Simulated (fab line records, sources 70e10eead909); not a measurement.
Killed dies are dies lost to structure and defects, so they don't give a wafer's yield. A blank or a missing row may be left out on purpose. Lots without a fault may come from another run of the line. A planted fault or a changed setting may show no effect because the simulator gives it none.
Which tool did it? | flow nand_harc | 7 lots, 21 wafers sampled, at 2 steps of a route of 1159

WHAT THE GAUGES READ, wafer by wafer
NHARC_A_ONON_D1_THK_MEAS_30: measures by ellipsometry.
lot  | measured     | on            | thk_nm (nm)
L920 | day 8 22:03  | film_metro-02 | 989 989 990
L922 | day 8 22:00  | film_metro-02 | 993 994 995
L924 | day 9 16:33  | film_metro-01 | 1007 1007 1009
L926 | day 10 10:11 | film_metro-01 | 1004 1004 1002
L933 | day 12 06:10 | film_metro-02 | 1828 1827 1827
L935 | day 12 14:50 | film_metro-01 | 1831 1829 1829
L939 | day 13 16:42 | film_metro-02 | 1008 1005 1005

WHICH TOOL RAN EACH LOT (tool, then ch and the chambers of the sampled wafers, then the start)
lot  | NHARC_A_ONON_D1_DEP_28
L920 | pecvd_onon-04 ch 0, day 8 21:36
L922 | pecvd_onon-02 ch 0, day 8 21:33
L924 | pecvd_onon-02 ch 0, day 9 16:06
L926 | pecvd_onon-04 ch 0, day 10 09:44
L933 | pecvd_onon-03 ch 0, day 12 05:38
L935 | pecvd_onon-03 ch 0, day 12 14:19
L939 | pecvd_onon-04 ch 0, day 13 16:19
- NHARC_A_ONON_D1_DEP_28: target thk 1000 nm.

THE ANSWER, worked out from the rows above alone
Rule: what is usual is taken from the lots themselves. Put in order of their means at a reading, lots are off if they are a third of the lots or fewer, leave a main group of 4 or more, and stand apart from it by a gap of 3 or more times the standard deviation of the main group's means; of several such gaps the widest counts. A main group whose means are all the same, to the digits that the tables above print for the reading, isn't used. A lot without any number at a reading at which 4 lots or more have one is off too. The other lots that the step has rows for count as sound.
Off: L933, L935, at NHARC_A_ONON_D1_THK_MEAS_30 (thk_nm). The main group: mean 1000 nm, standard deviation 7.2.
A tool fits if, at a process step before that reading, it ran every lot that is off, and no sound lot after the first of them. The gauges at NHARC_A_ONON_D1_THK_MEAS_30 are tried like those tools. One fits: pecvd_onon-03 at NHARC_A_ONON_D1_DEP_28. It ran no sound lot before its first lot that is off in this sample, so the start can't be narrowed down.

WHAT THE SIMULATOR HAD PUT IN
Process parameter drift: pecvd_onon-03, from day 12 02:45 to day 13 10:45, at NHARC_A_ONON_D1_DEP_28. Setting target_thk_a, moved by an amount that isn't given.
Lots struck among those shown: L933, L935. The rule above found the same.
